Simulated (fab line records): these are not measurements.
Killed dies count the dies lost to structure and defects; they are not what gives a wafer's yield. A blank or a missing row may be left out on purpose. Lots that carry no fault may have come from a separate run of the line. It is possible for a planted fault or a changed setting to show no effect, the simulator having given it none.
A lot that was struck, set against a sound lot + flow n5-finfet + 32 out of 1938 route steps
Sound: these wafers, L331.3, L331.4, L331.5. Struck: wafer L340.5 (left out: L340.2, L340.3 of the same lot, which were not struck); the cause appears at the end.
For every step that has rows: the tool of each side, followed by ch and its chambers, followed by its first start. Under that, the readings that differ: sound wafers + struck wafers + difference of the means + sigmas: that difference in standard deviations of wafers without a fault.
alike: readings whose means differ by less than 2 such deviations, and words and numbers that are the same on both sides. not compared: withheld readings, readings that some wafer has no value for, bounds like >300 that may hide the same value, and numbers for which the record gives no deviation and whose values overlap.
The two part at a step that has a row with sigmas, a row that says differs or no value, or rows on one side only. Numbers that don't overlap but have no deviation are shown without sigmas and don't part them. A reading missing from all wafers of one side parts the sides only when that side holds two or more wafers.

first, 6 steps without rows for these wafers: N5_MIM_TOP_LITHO_EBR_04; N5_MIM_TOP_LITHO_SOFTBAKE_03 (time 90 s); N5_MIM_TOP_LITHO_EXPOSE_05 (exposes mask MIM TOP, target cd 2000 nm); N5_MIM_TOP_LITHO_PEB_06; N5_MIM_TOP_LITHO_DEVELOP_07 (develop time 60 s); N5_MIM_TOP_LITHO_HARDBAKE_09 (time 120 s).
N5_MIM_TOP_LITHO_CD_MEAS_08 targets a cd of 2000 nm.
  sound on cd-sem-02 ch 0, day 15 03:56; struck on cd-sem-02 ch 0, day 16 23:44
  alike: cd-nm
N5_MIM_TOP_LITHO_OVL_MEAS_11:
  sound on overlay-01 ch 0, day 15 03:58; struck on overlay-02 ch 0, day 16 23:46
  alike: MIM_TOP_OVL
N5_MIM_TOP_LITHO_INSPECT_12: inspects for defects (macro).
  sound on defect-inspect-01 at day 15 04:00; struck on defect-inspect-01 at day 16 23:48
  alike: raw-defect-count
then, 1 step without rows for these wafers: N5_MIM_TOP_LITHO_DESCUM_10 (chemistry O2, time 7.9 s).
N5_MIM_TOP_ETCH_ETCH_00: etches TiN in Cl2/BCl3, target depth 38.5 nm.
  sound on rie-metal-02 ch 0,1, day 15 04:27; struck on rie-metal-03 ch 0, day 16 23:55
| reading                     | sound       | struck | difference | sigmas |
|-----------------------------|-------------|--------|------------|--------|
| drypump-motor-current-A (A) | 5.6 5.3 5.3 | 6.4    | +1.0       | +3     |
  alike: oes-product-au, throttle-valve-pct
  not compared: rf-hours-counter-h
N5_MIM_TOP_ETCH_STRIP_01: strips in O2.
  sound on rie-diel-04 ch 1,2,3, day 15 04:33; struck on rie-diel-03 ch 2, day 17 00:04
| reading                         | sound          | struck | difference | sigmas |
|---------------------------------|----------------|--------|------------|--------|
| drypump-motor-current-A (A)     | 5.9 5.3 6.1    | 4.7    | -1.1       | -2     |
| showerhead-plenum-p-Torr (Torr) | 2.06 2.04 2.00 | 2.17   | +0.14      | +2     |
  alike: oes-product-au, rf-vpp-V, throttle-valve-pct
  not compared: rf-hours-counter-h
N5_MIM_TOP_ETCH_PECVD_03: deposits SiNx from SiH4/NH3/N2, target thk 20 nm, time 17.6 s.
  sound on pecvd-02 ch 0,2, day 15 04:37; struck on pecvd-02 ch 2, day 17 00:07
| reading                                         | sound        | struck | difference | sigmas |
|-------------------------------------------------|--------------|--------|------------|--------|
| model.SiNx_of_MIM_TOP_ETCH_PECVD_03.thk-nm (nm) | 20 20.2 20.2 | 17.6   | -2.5       |        |
  alike: chamber-pressure-Torr, heater-power-w, showerhead-plenum-p-Torr, throttle-valve-pct
then, 8 steps without rows for these wafers: N5_MIM_BOT_LITHO_HMDS_01 (time 60 s); N5_MIM_BOT_LITHO_COAT_02; N5_MIM_BOT_LITHO_EBR_04; N5_MIM_BOT_LITHO_SOFTBAKE_03 (time 90 s); N5_MIM_BOT_LITHO_EXPOSE_05 (exposes mask MIM BOT); N5_MIM_BOT_LITHO_PEB_06; N5_MIM_BOT_LITHO_DEVELOP_07 (develop time 60 s); N5_MIM_BOT_LITHO_HARDBAKE_09 (time 120 s).
N5_MIM_BOT_LITHO_CD_MEAS_08 targets a cd of 3000 nm.
  sound on cd-sem-02 ch 0, day 15 04:58; struck on cd-sem-01 ch 0, day 17 00:30
  alike: cd-nm
N5_MIM_BOT_LITHO_OVL_MEAS_11:
  sound on overlay-01 ch 0, day 15 05:00; struck on overlay-01 ch 0, day 17 00:32
  alike: MIM_BOT_OVL
N5_MIM_BOT_LITHO_INSPECT_12: inspects for defects (macro).
  sound on defect-inspect-01 at day 15 05:02; struck on defect-inspect-02 at day 17 00:33
  alike: raw-defect-count
N5_MIM_BOT_LITHO_DESCUM_10: chemistry O2, time 7.9 s.
  sound on rie-diel-06 ch 1,3, day 15 05:04; struck on rie-diel-05 ch 1, day 17 00:35
  alike: drypump-motor-current-A, oes-product-au, rf-vpp-V, showerhead-plenum-p-Torr, throttle-valve-pct
  not compared: rf-hours-counter-h
N5_MIM_BOT_ETCH_ETCH_04: etches SiNx in CF4/O2, target depth 26 nm, time 13 s.
  sound on rie-diel-06 ch 1,3, day 15 05:08; struck on rie-diel-05 ch 1, day 17 00:39
  alike: drypump-motor-current-A, oes-product-au, rf-vpp-V, showerhead-plenum-p-Torr, throttle-valve-pct
  not compared: rf-hours-counter-h
then, 2 steps without rows for these wafers: N5_MIM_BOT_ETCH_ETCH_03 (etches the open film in Cl2/BCl3, target depth 12 nm); N5_MIM_BOT_ETCH_ETCH_00 (etches TiN in Cl2/BCl3, target depth 45.5 nm).
N5_MIM_BOT_ETCH_STRIP_01: strips in O2.
  sound on rie-diel-06 ch 0,1,3, day 15 05:28; struck on rie-diel-05 ch 0, day 17 00:58
| reading                | sound             | struck | difference | sigmas |
|------------------------|-------------------|--------|------------|--------|
| throttle-valve-pct (%) | 16.91 16.64 16.39 | 17.11  | +0.46      | +2     |
  alike: drypump-motor-current-A, oes-product-au, rf-vpp-V, showerhead-plenum-p-Torr
  not compared: rf-hours-counter-h
N5_MIM_BOT_ETCH_STRIP_02: strips in post etch residue remover, time 1200 s.
  sound on wet-bench-06 ch 0,1,3, day 15 05:32; struck on wet-bench-03 ch 7, day 17 01:02
| reading                                         | sound        | struck | difference | sigmas |
|-------------------------------------------------|--------------|--------|------------|--------|
| model.SiNx_of_MIM_TOP_ETCH_PECVD_03.thk-nm (nm) | 19.6 19.8 20 | 17.2   | -2.6       |        |
then, 1 step without rows for these wafers: N5_MIM_BOT_ETCH_CLEAN_05 (cleans in IPA, time 180 s).
N5_PASSIVATION_PROBE_49:
  sound wafers here have rows in the record (prober-01, day 15 13:27); struck ones have none

## WHERE THEY PART
At N5_MIM_TOP_ETCH_ETCH_00 first; at N5_PASSIVATION_PROBE_49 last (within this record only).

WHY: what had been put in by the simulator
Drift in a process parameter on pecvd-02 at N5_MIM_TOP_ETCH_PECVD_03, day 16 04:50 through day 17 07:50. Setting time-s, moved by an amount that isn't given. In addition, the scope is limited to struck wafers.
